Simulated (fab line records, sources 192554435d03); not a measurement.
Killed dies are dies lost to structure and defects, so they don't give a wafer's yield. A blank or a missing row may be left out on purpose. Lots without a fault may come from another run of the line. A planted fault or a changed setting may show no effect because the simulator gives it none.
Chamber matching | flow n5_finfet | N5_MOL_CONTACT_COAG_ETCH_89 on rie_diel-06: 4 sister chambers
The step etches underlayer in N2/H2, target depth 13 nm, time 10.4 s. 4 wafers are shown with their chamber, then 7 later ones without.

WAFERS WITH THEIR CHAMBER
wafer  | chamber | drypump_motor_current_A (A)
L090.4 | 0       | 6.3
L090.5 | 3       | 6.6
L092.1 | 2       | 5.4
L092.2 | 1       | 4.8

WAFERS WITHOUT THEIR CHAMBER
wafer  | drypump_motor_current_A (A)
L092.3 | 6.2
L095.2 | 4.9
L095.3 | 6.2
L095.4 | 6.3
L096.1 | 5.4
L096.2 | 6.2
L096.4 | 4.8

WHICH CHAMBER EACH WENT THROUGH
wafer  | from the rows above | in truth
L092.3 | 0                   | 0
L095.2 | 1                   | 1
L095.3 | 0                   | 0
L095.4 | 0                   | 0
L096.1 | 2                   | 2
L096.2 | 0                   | 0
L096.4 | 1                   | 1
Placed correctly: 7 of 7. Can't be placed from these rows: 0. Placed wrongly: 0.
How it was worked out, from the rows above alone: a wafer's distance from a chamber is the root of the sum, over the readings, of the square of ((its reading less the chamber's mean) divided by the reading's scatter). The wafer belongs to the nearest chamber; if the next one is less than 2 further off, it can't be placed. A chamber's mean is the mean of its shown wafers. The scatter: with one shown wafer a chamber, the root of the mean of the squares of how far each hidden wafer lies from its nearest shown one.
